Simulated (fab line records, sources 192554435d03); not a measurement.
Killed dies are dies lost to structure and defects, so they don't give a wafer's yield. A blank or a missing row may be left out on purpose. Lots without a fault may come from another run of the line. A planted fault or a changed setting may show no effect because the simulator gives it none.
Split-lot experiment | flow n5_finfet | 7 lots, 21 wafers read, on a route of 1938 steps

THE SPLIT
At N5_BEOL_M12_COAT_04 (resist thk 400 nm), the setting spin_rpm was moved away from the recipe's 1625 rpm on 9 of the 21 wafers read, by -4.6% to +8.1%. The other wafers ran this setting at the recipe's value.

FROM THE SPLIT TO THE READING: what the file shows between them, 3 steps
- N5_BEOL_M12_EBR_06
- N5_BEOL_M12_SOFTBAKE_05: time 60 s
- N5_BEOL_M12_DESCUM_15: chemistry O2, time 7.9 s

THE READING
coat_of_BEOL_M12_COAT_04.thk_nm (the simulator's own value, which no gauge read), in nm, at N5_BEOL_M12_ETCH_59 (etches BARC in N2/H2, target depth 89 nm, overetch 26.7 nm, time 67.9 s). The file gives no usual value for it. The 12 wafers here that ran the recipe average 319.9 nm, standard deviation 1.4 nm.

wafer  | tool, chamber at the split | spin_rpm as run, rpm | against the recipe | coat_of_BEOL_M12_COAT_04.thk_nm, nm | against lot-mates on the recipe
L078.1 | litho_track-01, 0          | 1742                 | +7.2%              | 304.4                               | -15.2
L078.4 | litho_track-01, 0          | 1625                 | recipe             | 319.6                               | -
L078.5 | litho_track-01, 0          | 1742                 | +7.2%              | 305.6                               | -14.0
L081.4 | litho_track-04, 0          | 1625                 | recipe             | 318.6                               | -
L081.5 | litho_track-04, 0          | 1625                 | recipe             | 318                                 | -
L081.6 | litho_track-04, 0          | 1625                 | recipe             | 321.8                               | -
L082.1 | litho_track-04, 0          | 1625                 | recipe             | 319.8                               | -
L082.2 | litho_track-04, 0          | 1625                 | recipe             | 321.6                               | -
L082.6 | litho_track-04, 0          | 1625                 | recipe             | 321                                 | -
L085.2 | litho_track-01, 0          | 1625                 | recipe             | 320.4                               | -
L085.5 | litho_track-01, 0          | 1684                 | +3.6%              | 313.2                               | -7.2
L085.6 | litho_track-01, 0          | 1684                 | +3.6%              | 312.4                               | -8.0
L090.1 | litho_track-02, 0          | 1550                 | -4.6%              | 332.8                               | +14.6
L090.3 | litho_track-02, 0          | 1625                 | recipe             | 318.2                               | -
L090.5 | litho_track-02, 0          | 1550                 | -4.6%              | 328                                 | +9.8
L091.3 | litho_track-02, 0          | 1757                 | +8.1%              | 301.8                               | -17.0
L091.4 | litho_track-02, 0          | 1625                 | recipe             | 318.8                               | -
L091.6 | litho_track-02, 0          | 1757                 | +8.1%              | 302.2                               | -16.6
L094.1 | litho_track-01, 0          | 1625                 | recipe             | 322.4                               | -
L094.2 | litho_track-01, 0          | 1625                 | recipe             | 319                                 | -
L094.4 | litho_track-01, 0          | 1672                 | +2.9%              | 316.4                               | -4.3

THE FIT
A straight line over all 21 wafers: coat_of_BEOL_M12_COAT_04.thk_nm changes by -2.15 nm for each +1% of spin_rpm; r = -0.98; the points scatter about the line by 1.5 nm.
The same after taking each lot's own level away (the mean of its wafers on the recipe; 21 wafers): -2.17 nm for each +1%; r = -0.98; scatter 1.5 nm.
On that fit, the largest move of spin_rpm shifts the reading by 18 nm.
The lots' own levels span 318.20 to 320.80 nm, that is 1.8 times the standard deviation above.
So the lot-to-lot level changes the slope little: the two slopes agree.
Check: with one of the wafers moved furthest among these (+8.1%) left out of the fit, the line predicts -17.2 nm for it against its lot-mates. It came out at -17 nm against them.

OTHER SPLITS ON THESE WAFERS
These wafers also went through other splits before the reading. Each is held against what the fit with the lots' levels taken away leaves over:
other split on the same wafers | wafers away from the commonest value | r with coat_of_BEOL_M12_COAT_04.thk_nm (lot level and that fit taken away)
N5_BEOL_M11_COAT_05 spin_rpm   | 5                                    | +0.68
N5_BEOL_M12_COAT_58 spin_rpm   | 9                                    | -0.08

THE WHOLE CHAIN: every reading that the file lists as answering this split, in the file's order
step                 | what it does                                                            | reading                                                                          | change (the file's fit)              | r (the file's)
N5_BEOL_M12_COAT_04  | resist thk 400 nm                                                       | coat_of_BEOL_M12_COAT_04.thk_nm (the simulator's own value, which no gauge read) | -1.98 nm for each +1% of the setting | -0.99
N5_BEOL_M12_ETCH_59  | etches BARC in N2/H2, target depth 89 nm, overetch 26.7 nm, time 67.9 s | coat_of_BEOL_M12_COAT_04.thk_nm (the simulator's own value, which no gauge read) | -2.1 nm for each +1% of the setting  | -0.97
N5_BEOL_M12_STRIP_63 | strips in N2/H2                                                         | strip_time_to_endpoint_s                                                         | withheld for each +1% of the setting | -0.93

THE FILE'S OWN FIT
coat_of_BEOL_M12_COAT_04.thk_nm changes by -2.1 nm for each +1% of spin_rpm, r = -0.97.
